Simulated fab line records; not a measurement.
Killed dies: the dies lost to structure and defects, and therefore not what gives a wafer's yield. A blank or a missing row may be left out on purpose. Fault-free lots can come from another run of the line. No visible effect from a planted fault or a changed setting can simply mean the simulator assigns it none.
Matching of chambers || flow nandHarc || rieDiel-10 running NHARC_P_BONDPAD_STRIP_15: 4 sister chambers
The step strips in O2. 8 wafers are shown with their chamber, then 10 later ones without.

WAFERS, EACH WITH ITS CHAMBER
{"wafer": "L076.6", "chamber": 3, "drypumpMotorCurrentA (A)": 4.8, "oesProductAu (a.u.)": 0.991}
{"wafer": "L082.3", "chamber": 3, "drypumpMotorCurrentA (A)": 4.9, "oesProductAu (a.u.)": 0.988}
{"wafer": "L082.5", "chamber": 2, "drypumpMotorCurrentA (A)": 5.3, "oesProductAu (a.u.)": 1.016}
{"wafer": "L083.2", "chamber": 2, "drypumpMotorCurrentA (A)": 5.2, "oesProductAu (a.u.)": 0.998}
{"wafer": "L083.5", "chamber": 1, "drypumpMotorCurrentA (A)": 5.7, "oesProductAu (a.u.)": 0.992}
{"wafer": "L083.6", "chamber": 0, "drypumpMotorCurrentA (A)": 5.7, "oesProductAu (a.u.)": 0.987}
{"wafer": "L089.2", "chamber": 0, "drypumpMotorCurrentA (A)": 5.7, "oesProductAu (a.u.)": 0.984}
{"wafer": "L089.3", "chamber": 1, "drypumpMotorCurrentA (A)": 5.7, "oesProductAu (a.u.)": 1.001}

WAFERS WITH NO CHAMBER GIVEN
{"wafer": "L089.6", "drypumpMotorCurrentA (A)": 5.7, "oesProductAu (a.u.)": 0.991}
{"wafer": "L092.1", "drypumpMotorCurrentA (A)": 5.7, "oesProductAu (a.u.)": 1.004}
{"wafer": "L092.2", "drypumpMotorCurrentA (A)": 4.8, "oesProductAu (a.u.)": 0.994}
{"wafer": "L092.5", "drypumpMotorCurrentA (A)": 5.7, "oesProductAu (a.u.)": 0.998}
{"wafer": "L093.1", "drypumpMotorCurrentA (A)": 5.7, "oesProductAu (a.u.)": 0.997}
{"wafer": "L093.2", "drypumpMotorCurrentA (A)": 5.2, "oesProductAu (a.u.)": 1.001}
{"wafer": "L093.5", "drypumpMotorCurrentA (A)": 4.8, "oesProductAu (a.u.)": 0.983}
{"wafer": "L096.1", "drypumpMotorCurrentA (A)": 5.7, "oesProductAu (a.u.)": 0.992}
{"wafer": "L096.3", "drypumpMotorCurrentA (A)": 5.2, "oesProductAu (a.u.)": 1.002}
{"wafer": "L096.4", "drypumpMotorCurrentA (A)": 4.8, "oesProductAu (a.u.)": 0.988}

EACH ONE'S CHAMBER
{"wafer": "L089.6", "from the rows above": "can't be placed: 0 or 1", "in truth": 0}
{"wafer": "L092.1", "from the rows above": "can't be placed: 1 or 0", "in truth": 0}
{"wafer": "L092.2", "from the rows above": 3, "in truth": 3}
{"wafer": "L092.5", "from the rows above": "can't be placed: 1 or 0", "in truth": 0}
{"wafer": "L093.1", "from the rows above": "can't be placed: 1 or 0", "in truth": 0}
{"wafer": "L093.2", "from the rows above": 2, "in truth": 2}
{"wafer": "L093.5", "from the rows above": 3, "in truth": 3}
{"wafer": "L096.1", "from the rows above": "can't be placed: 1 or 0", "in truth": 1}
{"wafer": "L096.3", "from the rows above": 2, "in truth": 2}
{"wafer": "L096.4", "from the rows above": 3, "in truth": 3}
5 of 10 placed correctly. Cannot be placed on the basis of these rows: 5; the candidates contain the true chamber in 5. 0 placed wrongly.
How it was worked out, from the rows above alone: a wafer's distance from a chamber is the root of the sum, over the readings, of the square of ((its reading less the chamber's mean) divided by the reading's scatter). If the next closest chamber is less than 2 further off than the closest, the wafer can't be placed; otherwise it belongs to the closest. Each chamber's mean is taken over the wafers shown for it. The scatter is the square root of a quotient: the sum, over the shown wafers, of each reading's squared deviation from its chamber's mean, divided by wafers minus chambers.
